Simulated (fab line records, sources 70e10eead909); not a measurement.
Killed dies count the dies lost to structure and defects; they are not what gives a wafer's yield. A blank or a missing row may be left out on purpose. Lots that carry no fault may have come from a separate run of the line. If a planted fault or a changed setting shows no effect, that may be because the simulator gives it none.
Chamber matching -- flow nandHarc -- rieDiel-09 running NHARC_P_M1_ETCH_35: 4 sister chambers
The step etches the open film in N2/H2, target depth 40 nm, overetch 12 nm, time 43.94 s. 24 wafers are shown with their chamber, then 12 later ones without.

## WAFERS WITH THEIR CHAMBER
wafer,chamber,showerheadPlenumPTorr (Torr),drypumpMotorCurrentA (A),rfVppV (V)
L075.1,2,2.14,5.1,435
L075.2,1,1.90,6.0,426
L075.5,3,2.14,6.0,435
L077.4,3,2.14,6.0,433
L077.5,2,2.14,5.1,432
L077.6,1,1.90,6.0,427
L078.1,1,1.90,6.0,428
L078.2,2,2.13,5.1,431
L078.5,2,2.14,5.1,432
L078.3,3,2.14,6.0,433
L078.4,3,2.14,6.0,434
L078.6,1,1.90,6.0,427
L080.1,2,2.13,5.1,434
L080.4,1,1.90,6.1,425
L080.6,1,1.90,6.0,427
L081.1,1,1.90,6.0,426
L081.2,2,2.13,5.1,433
L081.3,3,2.13,6.0,434
L081.4,0,2.20,5.4,437
L081.5,0,2.20,5.4,435
L081.6,1,1.90,6.0,428
L082.1,0,2.20,5.4,435
L082.2,2,2.13,5.1,434
L082.4,1,1.90,6.0,426

SIGNATURES (means of the wafers above)
reading,chamber 0,chamber 1,chamber 2,chamber 3,scatter within a chamber
showerheadPlenumPTorr,2.2000,1.9000,2.1343,2.1380,0.00355
drypumpMotorCurrentA,5.400,6.011,5.100,6.000,0.0211
rfVppV,435.67,426.67,433.00,433.80,1.13
Rule: for a wafer and a chamber, the distance is found by dividing, reading by reading, the gap between the wafer's reading and the chamber's mean by the reading's scatter, squaring, summing and taking the root. The wafer belongs to the nearest chamber; if the next one is less than 2 further off, it can't be placed. The scatter: take each reading less its chamber's mean, square it, sum over the shown wafers, divide by the number of wafers less the number of chambers, and take the root.

## WAFERS MISSING THEIR CHAMBER
wafer,showerheadPlenumPTorr (Torr),drypumpMotorCurrentA (A),rfVppV (V)
L083.2,2.19,5.5,434
L083.3,2.13,6.0,433
L083.5,2.20,5.4,435
L088.2,2.19,5.4,435
L088.3,1.90,6.0,425
L088.6,2.13,6.0,433
L092.1,2.19,5.4,434
L092.4,2.13,6.0,434
L092.5,2.13,5.1,432
L096.1,1.89,6.0,424
L096.3,2.13,5.1,433
L096.5,2.13,5.1,433

## WHICH CHAMBER EACH WENT THROUGH
wafer,from the rows above,in truth
L083.2,0,0
L083.3,3,3
L083.5,0,0
L088.2,0,0
L088.3,1,1
L088.6,3,3
L092.1,0,0
L092.4,3,3
L092.5,2,2
L096.1,1,1
L096.3,2,2
L096.5,2,2
Correct placement for 12 of the 12. Left unplaced by these rows: 0. Placed wrongly: 0.
